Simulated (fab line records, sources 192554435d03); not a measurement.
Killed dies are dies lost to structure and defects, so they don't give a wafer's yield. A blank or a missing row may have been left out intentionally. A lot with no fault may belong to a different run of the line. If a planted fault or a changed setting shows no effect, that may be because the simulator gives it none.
Comparing a struck lot with a sound one ; flow n5-finfet ; 35 out of 1938 route steps
Sound: wafers L927.2, L927.3, L927.5. Struck: wafer L931.2. (L931.4, L931.5 of the same lot were not struck and are left out.) The cause comes at the end.
Per side, at each step with rows, come the tool, then ch with its chambers, and then its first start. Under that, the readings that differ: sound wafers ; struck wafers ; difference of the means ; sigmas: that difference in standard deviations of wafers without a fault.
alike: readings with means less than 2 such deviations apart, plus words and numbers identical on both sides. not compared: withheld readings, readings lacking a value on some wafer, bounds such as >300 that could conceal the same value, and numbers that have no deviation in the record and whose values overlap.
A row with sigmas, a row that says differs or no value, or rows on one side alone: a step with any of these is where the two part. When numbers do not overlap yet have no deviation, they are printed without sigmas and do not part them. A reading missing from all wafers of one side parts the sides only when that side holds two or more wafers.

first, 8 steps without rows for these wafers: N5_BEOL_M9_SPUTTER_48 (material Cu, target thk 12 nm, time 2 s); N5_BEOL_M9_ECD_50 (material Cu, target thk 318 nm); N5_BEOL_M9_ANNEAL_51 (time 90 s); N5_BEOL_M9_CMP_52 (polishes, stops on SiCOH lowk, t overpolish 7 s, target thk 140 nm); N5_BEOL_M9_PRE_CLEAN_55 (time 15 s); N5_BEOL_M9_DEP_56 (deposits SiCN from 3MS/NH3, target thk 15 nm, time 26.5 s); N5_BEOL_M10_ILD_DEP_00 (deposits SiCOH lowk from DEMS/porogen, target thk 308.51 nm, time 58 s); N5_BEOL_M10_CURE_71 (cures SiCOH lowk, time 240 s).
N5_BEOL_M10_PECVD_70: deposits SiO2 from TEOS/O2, target thk 20 nm, time 22.7 s.
  sound on pecvd-03 ch 0,2, day 14 09:28; struck on pecvd-03 ch 1, day 16 07:30
reading;sound;struck;difference;sigmas
model.SiO2_of_BEOL_M10_PECVD_70.thk-nm (nm);20.2 20.4 20.8;15;-5;
  alike: heater-power-w, showerhead-plenum-p-Torr, throttle-valve-pct
then, 24 steps without rows for these wafers: N5_BEOL_M10_HM_DEP_02 (deposits TiN, target thk 20 nm); N5_BEOL_M10_COAT_59 (time 60 s, resist thk 100 nm); N5_BEOL_M10_COAT_60 (time 60 s, resist thk 30 nm); N5_BEOL_M10_COAT_05 (resist thk 90 nm); N5_BEOL_M10_EBR_07; N5_BEOL_M10_SOFTBAKE_06 (time 60 s); N5_BEOL_M10_EXPOSE_08 (exposes mask M10); N5_BEOL_M10_PEB_09 (peb time 60 s); N5_BEOL_M10_DEVELOP_10 (develop time 30 s); N5_BEOL_M10_DESCUM_16 (chemistry O2, time 7.9 s); N5_BEOL_M10_ETCH_61 (etches SiARC in CF4, target depth 39 nm, time 65 s); N5_BEOL_M10_ETCH_62 (etches SOC in N2/H2, target depth 110 nm, overetch 22 nm, time 165 s); N5_BEOL_M10_STRIP_68 (strips in N2/H2); N5_BEOL_M10_STRIP_67 (strips in CF4); N5_BEOL_M10_HM_OPEN_17 (chemistry Cl2/BCl3, target TiN, target depth 20 nm, overetch 6 nm); N5_BEOL_M10_STRIP_19 (strips in O2); N5_BEOL_M10_COAT_63 (time 60 s, resist thk 100 nm); N5_BEOL_M10_COAT_64 (time 60 s, resist thk 30 nm); N5_BEOL_M10_COAT_22 (resist thk 90 nm); N5_BEOL_M10_EBR_24; N5_BEOL_M10_SOFTBAKE_23 (time 60 s); N5_BEOL_M10_EXPOSE_25 (exposes mask V9); N5_BEOL_M10_PEB_26 (peb time 60 s); N5_BEOL_M10_DEVELOP_27 (develop time 30 s).
N5_BEOL_M10_HM_STRIP_39: strips TiN in peroxide tin strip, target depth 25 nm, time 158 s.
  sound on wet-bench-01 ch 4,6,7, day 14 14:20; struck on wet-bench-02 ch 1, day 16 11:53
reading;sound;struck;difference;sigmas
model.SiO2_of_BEOL_M10_PECVD_70.thk-nm (nm);20 20.2 20.6;14.8;-5.5;
  alike: temp-c
N5_BEOL_M10_CMP_52: polishes, stops on SiCOH lowk, t overpolish 7 s, target thk 140 nm.
  sound on cmp-04 ch 1,3, day 14 16:07; struck on cmp-02 ch 0, day 16 15:51
reading;sound;struck;difference;sigmas
barrier-field-endpoint-s (s);29.2 29.4 29.7;22.8;-6.6;-10
  alike: motor-current-A, retaining-ring-pressure-frac
  not compared: pad-life-wafers

== WHERE THEY PART ==
Only at N5_BEOL_M10_CMP_52, as far as this record shows.

WHY: whatever the simulator had introduced
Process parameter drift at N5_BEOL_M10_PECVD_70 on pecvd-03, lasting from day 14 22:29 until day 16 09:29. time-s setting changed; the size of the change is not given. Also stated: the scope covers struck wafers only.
